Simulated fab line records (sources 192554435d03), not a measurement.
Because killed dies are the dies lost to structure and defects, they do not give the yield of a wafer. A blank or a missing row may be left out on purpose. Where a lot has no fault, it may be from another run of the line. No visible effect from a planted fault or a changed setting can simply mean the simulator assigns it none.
Lot-split experiment | flow n5-finfet | route with 1938 steps; 7 lots, 21 wafers read

## THE SPLIT
At N5_FIN_SAQP_SPACER1_ALD_24 (deposits SiO2, target thk 20.3 nm, pulse time 1 s, purge time 2 s), the setting ald-cycles was moved away from the recipe's 218 on 8 of the 21 wafers read, by -11.9% to +10.6%. This setting was run at the recipe's value on the other wafers.

## FROM THE SPLIT TO THE READING: what the file shows between them, 2 steps
- N5_FIN_SAQP_SPACER1_ETCHBACK_25: etches SiO2 in CHF3/O2, target depth 24.4 nm, time 12.2 s
- N5_FIN_SAQP_MANDREL1_REMOVE_56: chemistry HBr/Cl2/O2, target a-Si, stops on SiNx, bt time 10 s

## THE READING
cd-nm, in nm, at N5_FIN_SAQP_CD_MEAS_27 (target cd 20 nm). On this fab line, fault-free wafers typically give 20.31 nm with a standard deviation of 0.23 nm.

wafer  | tool, chamber at the split | ald-cycles as run | against the recipe | cd-nm, nm | against lot-mates on the recipe
L075.2 | ald-sin-04, 1,2,0          | 218               | recipe             | 20.29     | -
L075.3 | ald-sin-04, 1,2,0          | 218               | recipe             | 20.53     | -
L075.5 | ald-sin-04, 1,2,0          | 218               | recipe             | 20.18     | -
L076.2 | ald-sin-02, 0,3            | 192               | -11.9%             | 17.53     | -2.15
L076.3 | ald-sin-02, 0,3            | 192               | -11.9%             | 17.96     | -1.72
L076.6 | ald-sin-02, 2              | 218               | recipe             | 19.68     | -
L080.2 | ald-sin-03, 1,0            | 241               | +10.6%             | 22.63     | +2.20
L080.3 | ald-sin-03, 1,0            | 241               | +10.6%             | 22.77     | +2.34
L080.5 | ald-sin-03, 2              | 218               | recipe             | 20.43     | -
L082.3 | ald-sin-03, 1,3,0          | 218               | recipe             | 19.92     | -
L082.4 | ald-sin-03, 1,3,0          | 218               | recipe             | 19.98     | -
L082.6 | ald-sin-03, 1,3,0          | 218               | recipe             | 20.46     | -
L085.2 | ald-sin-02, 2              | 232               | +6.4%              | 21.19     | +0.94
L085.3 | ald-sin-02, 0              | 232               | +6.4%              | 21.19     | +0.94
L085.4 | ald-sin-02, 3              | 218               | recipe             | 20.25     | -
L086.1 | ald-sin-04, 0,3            | 235               | +7.8%              | 21.93     | +1.75
L086.4 | ald-sin-04, 0,3            | 235               | +7.8%              | 21.62     | +1.44
L086.5 | ald-sin-04, 2              | 218               | recipe             | 20.18     | -
L096.1 | ald-sin-02, 1              | 218               | recipe             | 20.51     | -
L096.4 | ald-sin-02, 0              | 218               | recipe             | 20.39     | -
L096.6 | ald-sin-02, 1              | 218               | recipe             | 20.42     | -
When a row names more than one chamber, that row covers several wafers, and the file does not tell which wafer ran in which chamber.

THE FIT
A straight line over all 21 wafers: cd-nm changes by +0.208 nm for each +1% of ald-cycles; r = +0.98; the points scatter about the line by 0.27 nm.
The same after taking each lot's own level away (the mean of its wafers on the recipe; 21 wafers): +0.182 nm for each +1%; r = +0.98; scatter 0.21 nm.
That fit puts the effect of the largest move of ald-cycles on the reading at 2.2 nm.
Measured against the standard deviation above, the lots' own levels, which go from 19.680 to 20.440 nm, span 3.3 times it.
So the lot-to-lot level changes the slope: the two fits differ.
Check: -2.11 nm against its lot-mates is what the line predicts for one of the wafers moved furthest among these (-11.9%) when that wafer is left out of the fit. Against them it came out at -2.15 nm.

## OTHER SPLITS ON THESE WAFERS
Other splits were also applied to these wafers ahead of the reading. Each is held against what the fit with the lots' levels taken away leaves over:
other split on the same wafers                    | wafers away from the commonest value | r with cd-nm (lot level and that fit taken away)
N5_ZERO_LAYER_COAT_05 spin-rpm                    | 5                                    | -0.14
N5_ZERO_LAYER_EXPOSE_08 dose-mj                   | 8                                    | -0.17
N5_PMOS_HMC_CHANNEL_EPI_PEB_07 peb-temp-c         | 8                                    | +0.02
N5_PMOS_HMC_CHANNEL_EPI_DEVELOP_08 develop-time-s | 6                                    | +0.46

## THE WHOLE CHAIN: every reading that the file lists as answering this split, in the file's order
step                           | what it does                                                      | reading                                                                                 | change (the file's fit)               | r (the file's)
N5_FIN_SAQP_SPACER1_ALD_24     | deposits SiO2, target thk 20.3 nm, pulse time 1 s, purge time 2 s | SiO2_of_FIN_SAQP_SPACER1_ALD_24.thk-nm (the simulator's own value, which no gauge read) | +0.204 nm for each +1% of the setting | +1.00
N5_FIN_SAQP_MANDREL1_REMOVE_56 | chemistry HBr/Cl2/O2, target a-Si, stops on SiNx, bt time 10 s    | FIN_SAQP.cd-nm (the simulator's own value, which no gauge read)                         | +0.203 nm for each +1% of the setting | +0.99
N5_FIN_SAQP_CD_MEAS_27         | target cd 20 nm                                                   | cd-nm                                                                                   | +0.184 nm for each +1% of the setting | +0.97

## THE FILE'S OWN FIT
cd-nm changes by +0.184 nm for each +1% of ald-cycles, r = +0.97.
